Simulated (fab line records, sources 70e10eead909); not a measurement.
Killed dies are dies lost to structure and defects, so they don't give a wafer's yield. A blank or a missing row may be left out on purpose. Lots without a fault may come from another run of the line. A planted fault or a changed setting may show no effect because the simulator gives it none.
Problem report in the 8D (eight disciplines) form, filled by code | flow nand_harc | the parts of the form that need people (team, actions taken, sign-off) are left out

1. THE PROBLEM
killed_at_periphery at NHARC_END_SORT_01 reads a mean of 600.0 on 2 wafers of 2 lots; wafers without a fault read 3.1 with a standard deviation of 2.3. That is +99 or more standard deviations from the usual mean.
First seen on wafer L591.6, day 24 19:40, on prober-02. The record holds 7 wafers of 3 lots with a number at this step. Rule for "out", or "out of limits": more than 4 standard deviations from the usual mean. The other wafers with a number count as sound.

2. WHAT IT IS AND WHAT IT IS NOT
question                    | is                               | is not
which readings at this step | killed_at_periphery, killed_dies | killed_at_other, killed_open, killed_short
which lots                  | L591, L593                       | L606
which wafers of those lots  | L591.6, L593.4                   | L591.1, L591.3, L593.2, L593.5
read on which gauges        | prober-01, prober-02             | -
when                        | from day 24 19:40                | up to then (2 sound wafers); but 3 sound wafers of L593, L606 came after

3. SUSPECTS, AND WHAT RULES EACH OUT
Counting: a tool at a process step up to the reading stays a suspect if it ran every lot that is out. Sound lots after the first of them don't rule it out here, since some wafers of a struck lot are sound.
- the gauge at NHARC_END_SORT_01: ruled out. The wafers that are out were read on 2 gauges (prober-01, prober-02).
- rie_diel-11 at NHARC_P_GATE_ETCHBACK_37 (etches the open film in CHF3/O2, target depth 34.5 nm, time 17.2 s): kept. It ran every lot that is out, first L591 (day 6 12:17). Its own readings are out on those wafers: run_length_s.
Left after counting: rie_diel-11 at NHARC_P_GATE_ETCHBACK_37.

4. THE CAUSE (what the simulator had put in)
Process parameter drift: rie_diel-11, from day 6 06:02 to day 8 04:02, at NHARC_P_GATE_ETCHBACK_37. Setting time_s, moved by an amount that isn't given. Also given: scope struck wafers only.
Counting left only this tool.

5. THE CHAIN OF EFFECTS, in route order
Each row: a reading whose mean over the struck wafers that have a number lies more than 3 standard deviations from the usual. Only readings for which the record gives a usual standard deviation are gone through. hours: the time from each lot's start at the first step in this table that gives one to its start at this step, as a median over the lots. sigmas: the change in usual standard deviations.
hours | step                     | reading             | usual  | on struck wafers | change | sigmas
0     | NHARC_P_GATE_ETCHBACK_37 | run_length_s        | 38.6 s | 50.1             | +11.5  | +25
454   | NHARC_END_SORT_01        | killed_at_periphery | 3.1    | 600.0            | +596.9 | +99 or more
454   | NHARC_END_SORT_01        | killed_dies         | 56     | 677              | +621   | +37
The process steps in it:
- NHARC_P_GATE_ETCHBACK_37: etches the open film in CHF3/O2, target depth 34.5 nm, time 17.2 s.

6. WHAT WOULD HAVE CAUGHT IT SOONER
In this record the first reading out of limits at a measuring or inspecting step was taken at day 24 19:40, 446 hours after the fault began at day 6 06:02.
The tool's own readings at NHARC_P_GATE_ETCHBACK_37 were out on every struck wafer that the step has a row for (run_length_s): an alarm limit on them would have fired on the first of those.
All the lots that are out (2) had begun NHARC_P_GATE_ETCHBACK_37 on rie_diel-11 by day 24 19:40. A hold on the tool at that time would have spared none of them.
